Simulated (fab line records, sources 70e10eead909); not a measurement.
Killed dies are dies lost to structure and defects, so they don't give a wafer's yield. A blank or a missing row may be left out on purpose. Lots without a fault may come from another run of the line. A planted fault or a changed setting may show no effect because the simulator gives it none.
Problem report in the 8D (eight disciplines) form, filled by code | flow nand_harc | the parts of the form that need people (team, actions taken, sign-off) are left out

1. THE PROBLEM
killed_at_other at NHARC_END_SORT_01 reads a mean of 621.5 on 2 wafers of 2 lots; wafers without a fault read 0.7 with a standard deviation of 0.9. That is +99 or more standard deviations from the usual mean.
First seen on wafer L204.4, day 29 13:07, on prober-02. The record holds 9 wafers of 3 lots with a number at this step. Rule for "out", or "out of limits": more than 4 standard deviations from the usual mean. The other wafers with a number count as sound.

2. WHAT IT IS AND WHAT IT IS NOT
question                    | is                                                 | is not
which readings at this step | killed_at_other, defect_limited_yield, killed_dies | killed_at_array, killed_at_periphery, killed_open, killed_short
which lots                  | L204, L207                                         | L203
which wafers of those lots  | L204.4, L207.2                                     | L204.5, L204.6, L207.3, L207.4
read on which gauges        | prober-02                                          | -
when                        | from day 29 13:07                                  | up to then (3 sound wafers); but 4 sound wafers of L204, L207 came after

3. SUSPECTS, AND WHAT RULES EACH OUT
Counting: a tool at a process step up to the reading stays a suspect if it ran every lot that is out. Sound lots after the first of them don't rule it out here, since some wafers of a struck lot are sound.
- the gauge at NHARC_END_SORT_01: ruled out. All the wafers that are out were read on prober-02, but those of them that NHARC_THIN_TSV_ETCH_44 has rows for are out there too, on other tools.
- rie_diel-10 at NHARC_THIN_TSV_DESCUM_14 (chemistry O2, time 3 s): kept. It ran every lot that is out, first L204 (day 28 21:39); its last sound lot up to then is L203 (day 27 11:06).
- rie_diel-10 at NHARC_THIN_TSV_ETCH_44 (etches the open film in CF4/O2, target depth 1594.2 nm, time 797.1 s): kept. It ran every lot that is out, first L204 (day 28 21:53); its last sound lot up to then is L203 (day 27 11:17). Its own readings are out on those wafers: oes_product_au.
- Within rie_diel-10 at NHARC_THIN_TSV_ETCH_44: the wafers that are out ran in chamber 0; their sound lot-mates ran in chambers 1, 2, 3.
Left after counting: rie_diel-10 at NHARC_THIN_TSV_DESCUM_14, rie_diel-10 at NHARC_THIN_TSV_ETCH_44.

4. THE CAUSE (what the simulator had put in)
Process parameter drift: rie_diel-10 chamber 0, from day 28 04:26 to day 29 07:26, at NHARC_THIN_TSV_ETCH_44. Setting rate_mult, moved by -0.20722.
Counting left 2 suspects, and this tool is among them.

5. THE CHAIN OF EFFECTS, in route order
Each row: a reading whose mean over the struck wafers that have a number lies more than 3 standard deviations from the usual. Only readings for which the record gives a usual standard deviation are gone through. hours: the time from each lot's start at the first step in this table that gives one to its start at this step, as a median over the lots. sigmas: the change in usual standard deviations.
hours | step                   | reading              | usual      | on struck wafers | change | sigmas
0     | NHARC_THIN_TSV_ETCH_44 | oes_product_au       | 0.998 a.u. | 0.867            | -0.131 | -19
15    | NHARC_END_SORT_01      | defect_limited_yield | 90.7 %     | 0.1              | -90.6  | -35
15    | NHARC_END_SORT_01      | killed_at_other      | 0.7        | 621.5            | +620.8 | +99 or more
15    | NHARC_END_SORT_01      | killed_dies          | 63         | 676              | +613   | +34
The process steps in it:
- NHARC_THIN_TSV_ETCH_44: etches the open film in CF4/O2, target depth 1594.2 nm, time 797.1 s.

6. WHAT WOULD HAVE CAUGHT IT SOONER
In this record the first reading out of limits at a measuring or inspecting step was taken at day 29 13:07, 33 hours after the fault began at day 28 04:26.
The tool's own readings at NHARC_THIN_TSV_ETCH_44 were out on every struck wafer that the step has a row for (oes_product_au): an alarm limit on them would have fired on the first of those.
All the lots that are out (2) had begun NHARC_THIN_TSV_ETCH_44 on rie_diel-10 by day 29 13:07. A hold on the tool at that time would have spared none of them.
